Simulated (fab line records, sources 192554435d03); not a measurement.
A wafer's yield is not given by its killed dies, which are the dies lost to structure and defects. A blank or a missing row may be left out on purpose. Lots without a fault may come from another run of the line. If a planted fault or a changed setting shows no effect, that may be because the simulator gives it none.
Chamber matching | flow n5 finfet | rie diel-03 running N5_GATE_CUT_STRIP_59: 4 sister chambers
The step strips in N2/H2, time 20 s. 14 wafers are shown with their chamber, then 7 later ones without.

WAFERS WITH THEIR CHAMBER
wafer  | chamber | drypump motor current A (A) | showerhead plenum p Torr (Torr) | throttle valve pct (%)
L074.2 | 0       | 6.0                         | 3.40                            | 12.33
L074.3 | 3       | 5.4                         | 3.48                            | 12.27
L074.4 | 1       | 6.1                         | 3.35                            | 12.00
L075.3 | 3       | 5.4                         | 3.48                            | 12.29
L075.5 | 1       | 6.1                         | 3.35                            | 12.01
L075.6 | 2       | 5.1                         | 3.23                            | 12.00
L082.1 | 2       | 5.1                         | 3.23                            | 12.02
L082.2 | 1       | 6.1                         | 3.34                            | 12.04
L082.4 | 0       | 5.9                         | 3.39                            | 12.37
L088.1 | 0       | 5.9                         | 3.38                            | 12.40
L088.2 | 3       | 5.4                         | 3.47                            | 12.35
L088.4 | 1       | 6.1                         | 3.34                            | 12.05
L090.1 | 3       | 5.5                         | 3.47                            | 12.36
L090.4 | 1       | 6.1                         | 3.33                            | 12.07

SIGNATURES (means of the wafers above)
reading                  | chamber 0 | chamber 1 | chamber 2 | chamber 3 | scatter within a chamber
drypump motor current A  | 5.933     | 6.100     | 5.100     | 5.425     | 0.0376
showerhead plenum p Torr | 3.3900    | 3.3420    | 3.2300    | 3.4750    | 0.00762
throttle valve pct       | 12.3667   | 12.0340   | 12.0100   | 12.3175   | 0.0344
Rule: a wafer's distance from a chamber is the root of the sum, over the readings, of the square of ((its reading less the chamber's mean) divided by the reading's scatter). The wafer belongs to the nearest chamber; if the next one is less than 2 further off, it can't be placed. The scatter: the root of (the sum of the squares of (reading less its chamber's mean) over the shown wafers, divided by (wafers less chambers)).

WAFERS MISSING THEIR CHAMBER
wafer  | drypump motor current A (A) | showerhead plenum p Torr (Torr) | throttle valve pct (%)
L090.6 | 6.1                         | 3.33                            | 12.09
L094.2 | 5.4                         | 3.46                            | 12.38
L094.3 | 5.9                         | 3.38                            | 12.43
L094.5 | 5.9                         | 3.38                            | 12.42
L097.2 | 5.1                         | 3.21                            | 12.11
L097.3 | 5.4                         | 3.46                            | 12.40
L097.6 | 6.1                         | 3.33                            | 12.12

THE CHAMBER EACH PASSED THROUGH
wafer  | from the rows above | in truth
L090.6 | 1                   | 1
L094.2 | 3                   | 3
L094.3 | 0                   | 0
L094.5 | 0                   | 0
L097.2 | 2                   | 2
L097.3 | 3                   | 3
L097.6 | 1                   | 1
Correctly placed: 7 of 7. Left unplaced by these rows: 0. Number placed wrongly: 0.
